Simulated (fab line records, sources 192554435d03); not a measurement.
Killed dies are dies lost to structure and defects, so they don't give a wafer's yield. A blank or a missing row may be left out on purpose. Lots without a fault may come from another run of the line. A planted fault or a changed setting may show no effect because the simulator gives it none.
Problem report in the 8D (eight disciplines) form, filled by code | flow n5_finfet | the parts of the form that need people (team, actions taken, sign-off) are left out

1. THE PROBLEM
etch_rf_on_time_s at N5_BEOL_M11_ETCH_61 reads a mean of 38.8 s on 2 wafers of 2 lots; wafers without a fault read 65.1 s with a standard deviation of 1.6. That is -16 standard deviations from the usual mean.
The step: etches SiARC in CF4, target depth 39 nm, time 65 s.
First seen on wafer L348.4, day 15 01:09, on rie_diel-01. The record holds 31 wafers of 11 lots with a number at this step. Rule for "out", or "out of limits": more than 4 standard deviations from the usual mean. The other wafers with a number count as sound.

2. WHAT IT IS AND WHAT IT IS NOT
question                    | is                | is not
which readings at this step | etch_rf_on_time_s | cf4_flow_sccm, drypump_motor_current_A, rf_vpp_V, showerhead_plenum_p_Torr, throttle_valve_pct
which lots                  | L348, L349        | L329, L330, L335, L336, L338, L340, L341, L343, L352
which wafers of those lots  | L348.4, L349.5    | L348.2, L349.6
read on which tools         | rie_diel-01       | rie_diel-03, rie_diel-06
when                        | from day 15 01:09 | up to then (25 sound wafers); but 4 sound wafers of L349, L352 came after

3. SUSPECTS, AND WHAT RULES EACH OUT
Counting: a tool at a process step up to the reading stays a suspect if it ran every lot that is out. Sound lots after the first of them don't rule it out here, since some wafers of a struck lot are sound.
- rie_diel-01 at N5_BEOL_M11_ETCH_61 (etches SiARC in CF4, target depth 39 nm, time 65 s): kept. It ran every lot that is out, first L348 (day 15 01:09); its last sound lot up to then is L343 (day 14 05:53). Its own readings are out on those wafers: etch_rf_on_time_s.
- Within rie_diel-01 at N5_BEOL_M11_ETCH_61: the wafers that are out ran in chambers 2, 3; their sound lot-mates ran in chamber 0.
Left after counting: rie_diel-01 at N5_BEOL_M11_ETCH_61.

4. THE CAUSE (what the simulator had put in)
Process parameter drift: rie_diel-01, from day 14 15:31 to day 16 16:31, at N5_BEOL_M11_ETCH_61. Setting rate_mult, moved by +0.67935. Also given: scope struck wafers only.
Counting left only this tool.

5. THE CHAIN OF EFFECTS, in route order
Each row: a reading whose mean over the struck wafers that have a number lies more than 3 standard deviations from the usual. Only readings for which the record gives a usual standard deviation are gone through. hours: the time from each lot's start at the first step in this table that gives one to its start at this step, as a median over the lots. sigmas: the change in usual standard deviations.
hours | step                | reading           | usual  | on struck wafers | change | sigmas
0     | N5_BEOL_M11_ETCH_61 | etch_rf_on_time_s | 65.1 s | 38.8             | -26.2  | -16
The process steps in it:
- N5_BEOL_M11_ETCH_61: etches SiARC in CF4, target depth 39 nm, time 65 s.

6. WHAT WOULD HAVE CAUGHT IT SOONER
In this record the first reading out of limits was taken at day 15 01:09, 10 hours after the fault began at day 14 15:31.
